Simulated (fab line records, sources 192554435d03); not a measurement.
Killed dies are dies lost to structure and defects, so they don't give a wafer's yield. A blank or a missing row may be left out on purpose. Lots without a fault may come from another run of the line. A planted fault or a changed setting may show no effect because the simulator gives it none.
Split-lot experiment | flow n5_finfet | 7 lots, 21 wafers read, on a route of 1938 steps

THE SPLIT
At N5_BEOL_M13_ILD_DEP_00 (deposits SiOC from DEMS/O2, target thk 837.92 nm, time 166.4 s), the setting time_s was moved away from the recipe's 166.4 s on 8 of the 21 wafers read, by -11.1% to +15.0%. The other wafers ran this setting at the recipe's value.

The file shows no step between the split and the reading.

THE READING
M13_ILD_THK, in nm, at N5_BEOL_M13_THK_MEAS_01. Fault-free wafers of this fab line usually give 838 nm, standard deviation 13 nm.

wafer  | tool, chamber at the split | time_s as run, s | against the recipe | M13_ILD_THK, nm | against lot-mates on the recipe
L077.1 | pecvd-04, 0                | 191.3            | +15.0%             | 949             | +126
L077.2 | pecvd-04, 2                | 166.4            | recipe             | 821             | -
L077.4 | pecvd-04, 2                | 166.4            | recipe             | 824             | -
L079.2 | pecvd-02, 0                | 177.3            | +6.6%              | 904             | +80
L079.3 | pecvd-02, 1                | 166.4            | recipe             | 824             | -
L079.4 | pecvd-02, 1                | 177.3            | +6.6%              | 888             | +64
L078.2 | pecvd-02, 1                | 166.4            | recipe             | 828             | -
L078.3 | pecvd-02, 0                | 147.9            | -11.1%             | 745             | -83
L078.6 | pecvd-02, 0                | 147.9            | -11.1%             | 767             | -61
L087.1 | pecvd-03, 2                | 166.4            | recipe             | 840             | -
L087.2 | pecvd-03, 1                | 166.4            | recipe             | 849             | -
L087.6 | pecvd-03, 2                | 166.4            | recipe             | 857             | -
L090.1 | pecvd-03, 2                | 166.4            | recipe             | 843             | -
L090.5 | pecvd-03, 1                | 155.2            | -6.7%              | 809             | -34
L090.6 | pecvd-03, 2                | 155.2            | -6.7%              | 787             | -56
L092.1 | pecvd-03, 1                | 166.4            | recipe             | 846             | -
L092.5 | pecvd-03, 1                | 166.4            | recipe             | 862             | -
L092.6 | pecvd-03, 2                | 166.4            | recipe             | 842             | -
L095.3 | pecvd-02, 0                | 166.4            | recipe             | 829             | -
L095.4 | pecvd-02, 1                | 177.6            | +6.7%              | 894             | +58
L095.5 | pecvd-02, 2                | 166.4            | recipe             | 844             | -

THE FIT
A straight line over all 21 wafers: M13_ILD_THK changes by +7.45 nm for each +1% of time_s; r = +0.96; the points scatter about the line by 12 nm.
The same after taking each lot's own level away (the mean of its wafers on the recipe; 21 wafers): +7.84 nm for each +1%; r = +0.98; scatter 11 nm.
On that fit, the largest move of time_s shifts the reading by 1.2e+02 nm.
The lots' own levels span 822.5 to 850.0 nm, that is 2.1 times the standard deviation above.
So the lot-to-lot level changes the slope little: the two slopes agree.
Check: with one of the wafers moved furthest among these (+15.0%) left out of the fit, the line predicts +120 nm for it against its lot-mates. It came out at +126 nm against them.

OTHER SPLITS ON THESE WAFERS
These wafers also went through other splits before the reading. Each is held against what the fit with the lots' levels taken away leaves over:
other split on the same wafers | wafers away from the commonest value | r with M13_ILD_THK (lot level and that fit taken away)
N5_BEOL_M11_DESCUM_16 time_s   | 4                                    | +0.15
N5_BEOL_M11_ETCH_62 time_s     | 10                                   | -0.25
N5_BEOL_M11_ETCH_66 time_s     | 9                                    | +0.11
N5_BEOL_M11_VIA_ETCH_34 time_s | 7                                    | -0.19

THE WHOLE CHAIN: every reading that the file lists as answering this split, in the file's order
step                    | what it does                                                   | reading                                                                             | change (the file's fit)              | r (the file's)
N5_BEOL_M13_ILD_DEP_00  | deposits SiOC from DEMS/O2, target thk 837.92 nm, time 166.4 s | SiOC_of_BEOL_M13_ILD_DEP_00.thk_nm (the simulator's own value, which no gauge read) | +7.97 nm for each +1% of the setting | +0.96
N5_BEOL_M13_THK_MEAS_01 |                                                                | M13_ILD_THK                                                                         | +7.99 for each +1% of the setting    | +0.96
N5_BEOL_M13_VIA_ETCH_16 | etches SiOC in C4F8/O2/Ar, target depth 921.7 nm               | etch.depth_nm (the simulator's own value, which no gauge read)                      | +7.98 nm for each +1% of the setting | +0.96
N5_BEOL_M13_VIA_ETCH_16 | etches SiOC in C4F8/O2/Ar, target depth 921.7 nm               | coat_of_BEOL_M13_COAT_04.thk_nm (the simulator's own value, which no gauge read)    | -2.47 nm for each +1% of the setting | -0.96
N5_BEOL_M13_STRIP_63    | strips in N2/H2                                                | strip_time_to_endpoint_s                                                            | withheld for each +1% of the setting | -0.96

THE FILE'S OWN FIT
M13_ILD_THK changes by +7.99 nm for each +1% of time_s, r = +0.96.
